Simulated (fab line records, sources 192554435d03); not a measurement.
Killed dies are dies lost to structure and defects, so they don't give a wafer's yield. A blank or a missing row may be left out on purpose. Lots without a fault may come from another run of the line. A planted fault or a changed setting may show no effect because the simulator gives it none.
A struck lot beside a sound one | flow n5_finfet | 15 steps out of a route of 1938
Sound: wafers L376.2, L376.3, L376.6. Struck: wafer L377.6. (L377.5 of the same lot was not struck and is left out.) The cause comes at the end.
At each step with rows: each side's tool, then ch and its chambers, then its first start. Under that, the readings that differ: sound wafers | struck wafers | difference of the means | sigmas: that difference in standard deviations of wafers without a fault.
alike: readings whose means differ by less than 2 such deviations, and words and numbers that are the same on both sides. not compared: withheld readings, readings that some wafer has no value for, bounds like >300 that may hide the same value, and numbers for which the record gives no deviation and whose values overlap.
The two part at a step that has a row with sigmas, a row that says differs or no value, or rows on one side only. Numbers that don't overlap but have no deviation are shown without sigmas and don't part them. A reading that every wafer of one side lacks parts them only if that side has two wafers or more.

first, 8 steps without rows for these wafers: N5_BEOL_M11_COAT_63 (time 60 s, resist thk 100 nm); N5_BEOL_M11_COAT_64 (time 60 s, resist thk 30 nm); N5_BEOL_M11_COAT_22 (resist thk 90 nm); N5_BEOL_M11_EBR_24; N5_BEOL_M11_SOFTBAKE_23 (time 60 s); N5_BEOL_M11_EXPOSE_25 (exposes mask V10); N5_BEOL_M11_PEB_26 (peb time 60 s); N5_BEOL_M11_DEVELOP_27 (develop time 30 s).
N5_BEOL_M11_CD_MEAS_28: target cd 70 nm.
  sound on cd_sem-01 ch 0, day 13 12:55; struck on cd_sem-01 ch 0, day 14 20:00
  alike: cd_nm
N5_BEOL_M11_OVL_MEAS_29:
  sound on overlay-01 ch 0, day 13 12:56; struck on overlay-01 ch 0, day 14 20:01
  reading      | sound          | struck | difference | sigmas
  V10_OVL (nm) | -1.1 -0.2 -0.5 | 2.1    | +2.7       | +3
N5_BEOL_M11_INSPECT_30: inspects for defects (brightfield).
  sound on defect_inspect-02, day 13 12:58; struck on defect_inspect-02, day 14 20:03
  alike: raw_defect_count
N5_BEOL_M11_DESCUM_33: chemistry O2, time 7.9 s.
  sound on rie_diel-06 ch 0,1,2, day 13 12:59; struck on rie_diel-01 ch 1, day 14 20:20
  reading                         | sound          | struck | difference | sigmas
  showerhead_plenum_p_Torr (Torr) | 2.13 1.99 2.04 | 2.17   | +0.12      | +2
  alike: drypump_motor_current_A, o2_flow_sccm, oes_product_au, rf_vpp_V, throttle_valve_pct
  not compared: rf_hours_counter_h
N5_BEOL_M11_ETCH_65: etches SiARC in CF4, target depth 39 nm, time 65 s.
  sound on rie_diel-06 ch 0,1,2, day 13 13:02; struck on rie_diel-01 ch 1, day 14 20:23
  reading                         | sound          | struck | difference | sigmas
  etch_rf_on_time_s (s)           | 65.7 64.9 64.1 | 105.3  | +40.4      | +17
  oes_product_au (a.u.)           | 0.68 0.61 0.79 | 0.53   | -0.16      | -3
  showerhead_plenum_p_Torr (Torr) | 2.17 2.05 2.10 | 2.21   | +0.10      | +2
  alike: drypump_motor_current_A, rf_vpp_V, throttle_valve_pct
  not compared: rf_hours_counter_h
N5_BEOL_M11_ETCH_66: etches SOC in N2/H2, target depth 120 nm, overetch 24 nm, time 180 s.
  sound on rie_diel-06 ch 0,1,2, day 13 13:05; struck on rie_diel-01 ch 1, day 14 20:28
  reading                         | sound          | struck | difference | sigmas
  showerhead_plenum_p_Torr (Torr) | 2.56 2.41 2.47 | 2.63   | +0.15      | +2
  alike: drypump_motor_current_A, oes_product_au, rf_vpp_V, throttle_valve_pct
  not compared: rf_hours_counter_h
-- the record jumps here: 2 days lie between the struck wafers' starts before and after (it left off in module BEOL_M11 and takes up again in module PASSIVATION, whose first step shown is number 1936 of the route) --
N5_PASSIVATION_PROBE_49:
  sound on prober-02, day 15 10:52; struck on prober-01, day 17 00:08
  alike: defect_limited_yield, killed_at_M0_to_M3, killed_at_M4_up, killed_at_contacts, killed_at_front_end, killed_at_other, killed_dies, killed_open, killed_short, sort_bin_5_function, sort_bin_6_memory, sort_bin_8_speed, sort_n_pass, sort_yield_pct

WHERE THEY PART
First at N5_BEOL_M11_OVL_MEAS_29; last, within this record, at N5_BEOL_M11_ETCH_66. Later steps at which nothing parts them and some readings are alike: N5_PASSIVATION_PROBE_49.

WHY: what the simulator had put in
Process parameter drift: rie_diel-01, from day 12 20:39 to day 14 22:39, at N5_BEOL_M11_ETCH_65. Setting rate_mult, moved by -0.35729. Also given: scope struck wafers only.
